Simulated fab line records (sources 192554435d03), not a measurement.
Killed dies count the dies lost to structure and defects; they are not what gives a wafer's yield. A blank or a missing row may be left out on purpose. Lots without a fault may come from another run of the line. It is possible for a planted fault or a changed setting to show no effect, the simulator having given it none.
Split-lot study | flow n5Finfet | 21 wafers read from 7 lots, route of 1938 steps

ABOUT THE SPLIT
At N5_MIM_TOP_SPUTTER_03 (material TiN, target thk 35 nm, time 89.7 s), the setting timeS was moved away from the recipe's 89.7 s on 8 of the 21 wafers read, by -8.1% to +14.6%. This setting was run at the recipe's value on the other wafers.

The split's own step is where the reading is taken.

THE READING
TiN_of_MIM_TOP_SPUTTER_03.thkNm (the simulator's own value, which no gauge read), in nm, at N5_MIM_TOP_SPUTTER_03 (material TiN, target thk 35 nm, time 89.7 s). There is no usual value for it anywhere in the file. The 13 wafers here that ran the recipe average 35.0 nm, standard deviation 0.62 nm.

wafer  | tool, chamber at the split | timeS as run, s | against the recipe | TiN_of_MIM_TOP_SPUTTER_03.thkNm, nm | against lot-mates on the recipe
L080.4 | pvdSputter-03, -           | 89.7            | recipe             | 34.6                                | -
L080.5 | pvdSputter-03, -           | 89.7            | recipe             | 34.2                                | -
L080.6 | pvdSputter-03, -           | 85.44           | -4.7%              | 33                                  | -1.4
L084.2 | pvdSputter-03, -           | 89.7            | recipe             | 34.6                                | -
L084.5 | pvdSputter-03, -           | 89.7            | recipe             | 34.6                                | -
L084.4 | pvdSputter-03, -           | 82.45           | -8.1%              | 31.4                                | -3.2
L086.1 | pvdSputter-02, -           | 101.3           | +12.9%             | 38.6                                | +4.4
L086.2 | pvdSputter-02, -           | 101.3           | +12.9%             | 38.8                                | +4.6
L086.3 | pvdSputter-02, -           | 89.7            | recipe             | 34.2                                | -
L092.2 | pvdSputter-01, -           | 89.7            | recipe             | 35.6                                | -
L092.5 | pvdSputter-01, -           | 89.7            | recipe             | 35.6                                | -
L092.4 | pvdSputter-01, -           | 89.7            | recipe             | 35.4                                | -
L093.3 | pvdSputter-01, -           | 89.7            | recipe             | 35.6                                | -
L093.6 | pvdSputter-01, -           | 89.7            | recipe             | 35.6                                | -
L093.4 | pvdSputter-01, -           | 89.7            | recipe             | 35.4                                | -
L094.1 | pvdSputter-01, -           | 100.5           | +12.0%             | 39.8                                | +4.6
L094.5 | pvdSputter-01, -           | 100.5           | +12.0%             | 39.4                                | +4.2
L094.6 | pvdSputter-01, -           | 89.7            | recipe             | 35.2                                | -
L097.2 | pvdSputter-03, -           | 102.8           | +14.6%             | 39.4                                | +5.6
L097.4 | pvdSputter-03, -           | 102.8           | +14.6%             | 39.2                                | +5.4
L097.6 | pvdSputter-03, -           | 89.7            | recipe             | 33.8                                | -

FIT RESULTS
A straight line over all 21 wafers: TiN_of_MIM_TOP_SPUTTER_03.thkNm changes by +0.334 nm for each +1% of timeS; r = +0.96; the points scatter about the line by 0.64 nm.
The same after taking each lot's own level away (the mean of its wafers on the recipe; 21 wafers): +0.365 nm for each +1%; r = +1.00; scatter 0.17 nm.
The reading moves by 5.3 nm for the largest change in timeS, on that fit.
The span of the lots' own levels, 33.80 to 35.53 nm, comes to 2.8 times the standard deviation stated above.
The two slopes agree, so the slope changes little with the lot-to-lot level.
Check: +5.27 nm against its lot-mates is what the line predicts for one of the wafers moved furthest among these (+14.6%) when that wafer is left out of the fit. It came out at +5.6 nm against them.

FURTHER SPLITS ON THESE WAFERS
Other splits were also applied to these wafers ahead of the reading. Each is held against what the fit with the lots' levels taken away leaves over:
other split on the same wafers   | wafers away from the commonest value | r with TiN_of_MIM_TOP_SPUTTER_03.thkNm (lot level and that fit taken away)
N5_BEOL_M10_TRENCH_ETCH_37 biasW | 5                                    | +0.14
N5_BEOL_M10_ETCH_41 sourceW      | 8                                    | +0.07
N5_BEOL_M11_EXPOSE_25 doseMj     | 6                                    | -0.22
N5_BEOL_M11_VIA_ETCH_34 timeS    | 9                                    | +0.08
N5_BEOL_M12_ILD_DEP_00 timeS     | 9                                    | -0.49
N5_BEOL_M12_SPUTTER_44 timeS     | 9                                    | +0.06
N5_BEOL_M14_SPUTTER_43 powerW    | 8                                    | +0.04
N5_BEOL_M14_SPUTTER_44 powerW    | 4                                    | -0.09
N5_BEOL_M15_SPUTTER_44 timeS     | 7                                    | +0.20

THE FILE'S OWN FIT
TiN_of_MIM_TOP_SPUTTER_03.thkNm changes by +0.365 nm for each +1% of timeS, r = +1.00.
